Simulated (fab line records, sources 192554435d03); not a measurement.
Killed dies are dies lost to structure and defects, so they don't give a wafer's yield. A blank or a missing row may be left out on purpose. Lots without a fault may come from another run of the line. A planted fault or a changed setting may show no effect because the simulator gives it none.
Which tool did it? | flow n5_finfet | 11 lots, 31 wafers sampled, at 2 steps of a route of 1938

WHAT THE GAUGES READ, wafer by wafer
N5_BEOL_M14_THK_MEAS_50: measures by xrf.
lot  | measured     | on            | M14_THK (nm)
L882 | day 11 11:24 | film_metro-02 | 550 527 550
L881 | day 11 13:26 | film_metro-02 | 564 570 535
L884 | day 12 02:47 | film_metro-01 | 542 543 553
L885 | day 12 03:36 | film_metro-02 | 564 559 556
L886 | day 13 09:59 | film_metro-02 | 541 540 579
L889 | day 14 00:54 | film_metro-01 | 539 565 521
L891 | day 14 11:55 | film_metro-01 | 578 571 566
L896 | day 15 14:52 | film_metro-02 | 572 574
L898 | day 16 15:10 | film_metro-02 | 557 562
L902 | day 17 22:18 | film_metro-01 | 562 554 562
L903 | day 18 00:29 | film_metro-01 | 571 564 550

WHICH TOOL RAN EACH LOT (tool, then ch and the chambers of the sampled wafers, then the start)
lot  | N5_BEOL_M14_STRIP_37
L882 | rie_diel-05 ch 1,2,3, day 11 09:47
L881 | rie_diel-05 ch 0,2,3, day 11 11:20
L884 | rie_diel-05 ch 1,3, day 12 00:50
L885 | rie_diel-06 ch 0,2, day 12 02:04
L886 | rie_diel-06 ch 2,3, day 13 08:17
L889 | rie_diel-06 ch 1,2,3, day 13 22:29
L891 | rie_diel-05 ch 0,1,3, day 14 10:28
L896 | rie_diel-02 ch 2,3, day 15 13:02
L898 | rie_diel-02 ch 2,3, day 16 13:06
L902 | rie_diel-05 ch 2,3, day 17 20:16
L903 | rie_diel-02 ch 0,3, day 17 21:50
- N5_BEOL_M14_STRIP_37: strips in O2.

THE ANSWER, worked out from the rows above alone
Rule: what is usual is taken from the lots themselves. Put in order of their means at a reading, lots are off if they are a third of the lots or fewer, leave a main group of 4 or more, and stand apart from it by a gap of 3 or more times the standard deviation of the main group's means; of several such gaps the widest counts. A main group whose means are all the same, to the digits that the tables above print for the reading, isn't used. A lot without any number at a reading at which 4 lots or more have one is off too. The other lots that the step has rows for count as sound.
No lot is off at any reading shown: from this, nothing can be told.

WHAT THE SIMULATOR HAD PUT IN
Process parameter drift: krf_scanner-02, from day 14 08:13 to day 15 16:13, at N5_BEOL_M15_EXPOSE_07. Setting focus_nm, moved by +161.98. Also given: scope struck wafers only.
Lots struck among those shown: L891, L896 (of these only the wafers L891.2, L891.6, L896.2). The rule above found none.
